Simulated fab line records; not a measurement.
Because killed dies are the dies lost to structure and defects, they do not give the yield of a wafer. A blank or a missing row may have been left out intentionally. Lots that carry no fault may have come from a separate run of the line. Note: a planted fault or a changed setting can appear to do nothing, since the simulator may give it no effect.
Split-lot experiment || flow n5 finfet || 39 wafers read from 7 lots, route of 1938 steps

ON THE SPLIT
At N5_SD_EPI_N_ETCH_45 (etches SiOCN in CH3F/O2, target depth 6 nm), the setting target depth a was moved away from the recipe's 60 angstrom on 18 of the 39 wafers read, by -55.0% to +46.7%. All remaining wafers had this setting at the recipe value.

The split's own step is where the reading is taken.

THE READING
etch.depth nm (the simulator's own value, which no gauge read), in nm, at N5_SD_EPI_N_ETCH_45 (etches SiOCN in CH3F/O2, target depth 6 nm). There is no usual value for it anywhere in the file. Average 6.001 nm, standard deviation 0.096 nm, over the 21 wafers here run with the recipe.

{"wafer": "L076.1", "tool, chamber at the split": "rie diel-06, 2", "target depth a as run, angstrom": 27, "against the recipe": "-55.0%", "etch.depth nm, nm": 2.709, "against lot-mates on the recipe": -3.347}
{"wafer": "L076.2", "tool, chamber at the split": "rie diel-06, 3", "target depth a as run, angstrom": 60, "against the recipe": "recipe", "etch.depth nm, nm": 6.067, "against lot-mates on the recipe": "-"}
{"wafer": "L076.3", "tool, chamber at the split": "rie diel-06, 0", "target depth a as run, angstrom": 27, "against the recipe": "-55.0%", "etch.depth nm, nm": 2.707, "against lot-mates on the recipe": -3.349}
{"wafer": "L076.4", "tool, chamber at the split": "rie diel-06, 1", "target depth a as run, angstrom": 27, "against the recipe": "-55.0%", "etch.depth nm, nm": 2.716, "against lot-mates on the recipe": -3.340}
{"wafer": "L076.5", "tool, chamber at the split": "rie diel-06, 1", "target depth a as run, angstrom": 60, "against the recipe": "recipe", "etch.depth nm, nm": 6.094, "against lot-mates on the recipe": "-"}
{"wafer": "L076.6", "tool, chamber at the split": "rie diel-06, 2", "target depth a as run, angstrom": 60, "against the recipe": "recipe", "etch.depth nm, nm": 6.008, "against lot-mates on the recipe": "-"}
{"wafer": "L084.1", "tool, chamber at the split": "rie diel-03, 2", "target depth a as run, angstrom": 76.35, "against the recipe": "+27.2%", "etch.depth nm, nm": 7.72, "against lot-mates on the recipe": "+1.657"}
{"wafer": "L084.2", "tool, chamber at the split": "rie diel-03, 0", "target depth a as run, angstrom": 60, "against the recipe": "recipe", "etch.depth nm, nm": 6.024, "against lot-mates on the recipe": "-"}
{"wafer": "L084.3", "tool, chamber at the split": "rie diel-03, 3", "target depth a as run, angstrom": 76.35, "against the recipe": "+27.2%", "etch.depth nm, nm": 7.727, "against lot-mates on the recipe": "+1.664"}
{"wafer": "L084.4", "tool, chamber at the split": "rie diel-03, 1", "target depth a as run, angstrom": 76.35, "against the recipe": "+27.2%", "etch.depth nm, nm": 7.794, "against lot-mates on the recipe": "+1.731"}
{"wafer": "L084.5", "tool, chamber at the split": "rie diel-03, 0", "target depth a as run, angstrom": 60, "against the recipe": "recipe", "etch.depth nm, nm": 6.054, "against lot-mates on the recipe": "-"}
{"wafer": "L084.6", "tool, chamber at the split": "rie diel-03, 1", "target depth a as run, angstrom": 60, "against the recipe": "recipe", "etch.depth nm, nm": 6.11, "against lot-mates on the recipe": "-"}
{"wafer": "L085.1", "tool, chamber at the split": "rie diel-05, 0", "target depth a as run, angstrom": 60, "against the recipe": "recipe", "etch.depth nm, nm": 5.931, "against lot-mates on the recipe": "-"}
{"wafer": "L085.2", "tool, chamber at the split": "rie diel-05, 2", "target depth a as run, angstrom": 79.26, "against the recipe": "+32.1%", "etch.depth nm, nm": 7.829, "against lot-mates on the recipe": "+1.895"}
{"wafer": "L085.3", "tool, chamber at the split": "rie diel-05, 3", "target depth a as run, angstrom": 60, "against the recipe": "recipe", "etch.depth nm, nm": 6.053, "against lot-mates on the recipe": "-"}
{"wafer": "L085.4", "tool, chamber at the split": "rie diel-05, 1", "target depth a as run, angstrom": 60, "against the recipe": "recipe", "etch.depth nm, nm": 5.817, "against lot-mates on the recipe": "-"}
{"wafer": "L085.5", "tool, chamber at the split": "rie diel-05, 0", "target depth a as run, angstrom": 79.26, "against the recipe": "+32.1%", "etch.depth nm, nm": 7.776, "against lot-mates on the recipe": "+1.842"}
{"wafer": "L085.6", "tool, chamber at the split": "rie diel-05, 3", "target depth a as run, angstrom": 79.26, "against the recipe": "+32.1%", "etch.depth nm, nm": 7.967, "against lot-mates on the recipe": "+2.033"}
{"wafer": "L088.1", "tool, chamber at the split": "rie diel-06, 3", "target depth a as run, angstrom": 41.63, "against the recipe": "-30.6%", "etch.depth nm, nm": 4.189, "against lot-mates on the recipe": -1.908}
{"wafer": "L088.2", "tool, chamber at the split": "rie diel-06, 2", "target depth a as run, angstrom": 41.63, "against the recipe": "-30.6%", "etch.depth nm, nm": 4.225, "against lot-mates on the recipe": -1.872}
{"wafer": "L088.3", "tool, chamber at the split": "rie diel-06, 1", "target depth a as run, angstrom": 41.63, "against the recipe": "-30.6%", "etch.depth nm, nm": 4.219, "against lot-mates on the recipe": -1.878}
{"wafer": "L088.4", "tool, chamber at the split": "rie diel-06, 0", "target depth a as run, angstrom": 60, "against the recipe": "recipe", "etch.depth nm, nm": 6.062, "against lot-mates on the recipe": "-"}
{"wafer": "L088.5", "tool, chamber at the split": "rie diel-06, 2", "target depth a as run, angstrom": 60, "against the recipe": "recipe", "etch.depth nm, nm": 6.082, "against lot-mates on the recipe": "-"}
{"wafer": "L088.6", "tool, chamber at the split": "rie diel-06, 3", "target depth a as run, angstrom": 60, "against the recipe": "recipe", "etch.depth nm, nm": 6.147, "against lot-mates on the recipe": "-"}
{"wafer": "L095.1", "tool, chamber at the split": "rie diel-06, 0", "target depth a as run, angstrom": 60, "against the recipe": "recipe", "etch.depth nm, nm": 5.984, "against lot-mates on the recipe": "-"}
{"wafer": "L095.3", "tool, chamber at the split": "rie diel-06, 3", "target depth a as run, angstrom": 60, "against the recipe": "recipe", "etch.depth nm, nm": 6.035, "against lot-mates on the recipe": "-"}
{"wafer": "L095.6", "tool, chamber at the split": "rie diel-06, 1", "target depth a as run, angstrom": 60, "against the recipe": "recipe", "etch.depth nm, nm": 6.014, "against lot-mates on the recipe": "-"}
{"wafer": "L096.1", "tool, chamber at the split": "rie diel-05, 0", "target depth a as run, angstrom": 88.01, "against the recipe": "+46.7%", "etch.depth nm, nm": 8.67, "against lot-mates on the recipe": "+2.834"}
{"wafer": "L096.2", "tool, chamber at the split": "rie diel-05, 2", "target depth a as run, angstrom": 60, "against the recipe": "recipe", "etch.depth nm, nm": 5.804, "against lot-mates on the recipe": "-"}
{"wafer": "L096.3", "tool, chamber at the split": "rie diel-05, 3", "target depth a as run, angstrom": 88.01, "against the recipe": "+46.7%", "etch.depth nm, nm": 8.797, "against lot-mates on the recipe": "+2.961"}
{"wafer": "L096.4", "tool, chamber at the split": "rie diel-05, 3", "target depth a as run, angstrom": 88.01, "against the recipe": "+46.7%", "etch.depth nm, nm": 8.856, "against lot-mates on the recipe": "+3.020"}
{"wafer": "L096.5", "tool, chamber at the split": "rie diel-05, 2", "target depth a as run, angstrom": 60, "against the recipe": "recipe", "etch.depth nm, nm": 5.809, "against lot-mates on the recipe": "-"}
{"wafer": "L096.6", "tool, chamber at the split": "rie diel-05, 0", "target depth a as run, angstrom": 60, "against the recipe": "recipe", "etch.depth nm, nm": 5.894, "against lot-mates on the recipe": "-"}
{"wafer": "L097.1", "tool, chamber at the split": "rie diel-03, 0", "target depth a as run, angstrom": 60, "against the recipe": "recipe", "etch.depth nm, nm": 5.972, "against lot-mates on the recipe": "-"}
{"wafer": "L097.2", "tool, chamber at the split": "rie diel-03, 1", "target depth a as run, angstrom": 60, "against the recipe": "recipe", "etch.depth nm, nm": 6.041, "against lot-mates on the recipe": "-"}
{"wafer": "L097.3", "tool, chamber at the split": "rie diel-03, 2", "target depth a as run, angstrom": 60, "against the recipe": "recipe", "etch.depth nm, nm": 6.01, "against lot-mates on the recipe": "-"}
{"wafer": "L097.4", "tool, chamber at the split": "rie diel-03, 3", "target depth a as run, angstrom": 73.09, "against the recipe": "+21.8%", "etch.depth nm, nm": 7.355, "against lot-mates on the recipe": "+1.347"}
{"wafer": "L097.5", "tool, chamber at the split": "rie diel-03, 2", "target depth a as run, angstrom": 73.09, "against the recipe": "+21.8%", "etch.depth nm, nm": 7.3, "against lot-mates on the recipe": "+1.292"}
{"wafer": "L097.6", "tool, chamber at the split": "rie diel-03, 3", "target depth a as run, angstrom": 73.09, "against the recipe": "+21.8%", "etch.depth nm, nm": 7.387, "against lot-mates on the recipe": "+1.379"}

THE FIT
A straight line over all 39 wafers: etch.depth nm changes by +0.0598 nm for each +1% of target depth a; r = +1.00; the points scatter about the line by 0.09 nm.
The same after taking each lot's own level away (the mean of its wafers on the recipe; 39 wafers): +0.0615 nm for each +1%; r = +1.00; scatter 0.057 nm.
Per that fit: largest target depth a move, reading shift of 3.4 nm.
From 5.8357 to 6.0970 nm: that is the span of the lots' own levels, equal to 2.7 times the standard deviation above.
Consequently the slope shifts little with the lot-to-lot level, the two slopes agreeing.
Check: -3.38 nm against its lot-mates is what the line predicts for one of the wafers moved furthest among these (-55.0%) when that wafer is left out of the fit. Against them it came out at -3.35 nm.

THE OTHER SPLITS THESE WAFERS WENT THROUGH
Note: prior to the reading, these wafers also went through further splits. Each is held against what the fit with the lots' levels taken away leaves over:
{"other split on the same wafers": "N5_ZERO_LAYER_DEVELOP_10 develop time s", "wafers away from the commonest value": 18, "r with etch.depth nm (lot level and that fit taken away)": "+0.08"}
{"other split on the same wafers": "N5_FIN_SAQP_HM_DEP_72 time s", "wafers away from the commonest value": 15, "r with etch.depth nm (lot level and that fit taken away)": "+0.02"}

FILE'S OWN FIT
etch.depth nm changes by +0.0615 nm for each +1% of target depth a, r = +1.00.
